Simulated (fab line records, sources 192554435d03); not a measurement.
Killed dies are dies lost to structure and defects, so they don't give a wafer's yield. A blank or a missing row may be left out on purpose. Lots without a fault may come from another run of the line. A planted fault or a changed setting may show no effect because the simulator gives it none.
Chamber matching | flow n5_finfet | N5_GATE_CUT_STRIP_41 on rie_diel-05: 4 sister chambers
The step strips in CF4. 8 wafers are shown with their chamber, then 12 later ones without.

WAFERS WITH THEIR CHAMBER
wafer  | chamber | drypump_motor_current_A (A) | showerhead_plenum_p_Torr (Torr)
L082.1 | 2       | 5.0                         | 1.72
L082.3 | 1       | 6.0                         | 1.81
L087.1 | 3       | 5.7                         | 1.84
L087.4 | 0       | 6.1                         | 1.87
L087.5 | 2       | 5.0                         | 1.72
L088.3 | 3       | 5.8                         | 1.84
L088.5 | 0       | 6.1                         | 1.87
L088.6 | 1       | 6.0                         | 1.80

WAFERS WITHOUT THEIR CHAMBER
wafer  | drypump_motor_current_A (A) | showerhead_plenum_p_Torr (Torr)
L090.1 | 5.8                         | 1.84
L090.3 | 6.0                         | 1.80
L090.6 | 5.7                         | 1.84
L095.2 | 5.7                         | 1.84
L095.4 | 5.0                         | 1.72
L095.5 | 6.0                         | 1.80
L096.3 | 5.7                         | 1.84
L096.4 | 6.1                         | 1.86
L096.5 | 6.0                         | 1.80
L097.1 | 6.0                         | 1.80
L097.3 | 6.1                         | 1.86
L097.4 | 5.8                         | 1.84

WHICH CHAMBER EACH WENT THROUGH
wafer  | from the rows above | in truth
L090.1 | 3                   | 3
L090.3 | 1                   | 1
L090.6 | 3                   | 3
L095.2 | 3                   | 3
L095.4 | 2                   | 2
L095.5 | 1                   | 1
L096.3 | 3                   | 3
L096.4 | 0                   | 0
L096.5 | 1                   | 1
L097.1 | 1                   | 1
L097.3 | 0                   | 0
L097.4 | 3                   | 3
Placed correctly: 12 of 12. Can't be placed from these rows: 0. Placed wrongly: 0.
How it was worked out, from the rows above alone: a wafer's distance from a chamber is the root of the sum, over the readings, of the square of ((its reading less the chamber's mean) divided by the reading's scatter). The wafer belongs to the nearest chamber; if the next one is less than 2 further off, it can't be placed. A chamber's mean is the mean of its shown wafers. The scatter: the root of (the sum of the squares of (reading less its chamber's mean) over the shown wafers, divided by (wafers less chambers)).
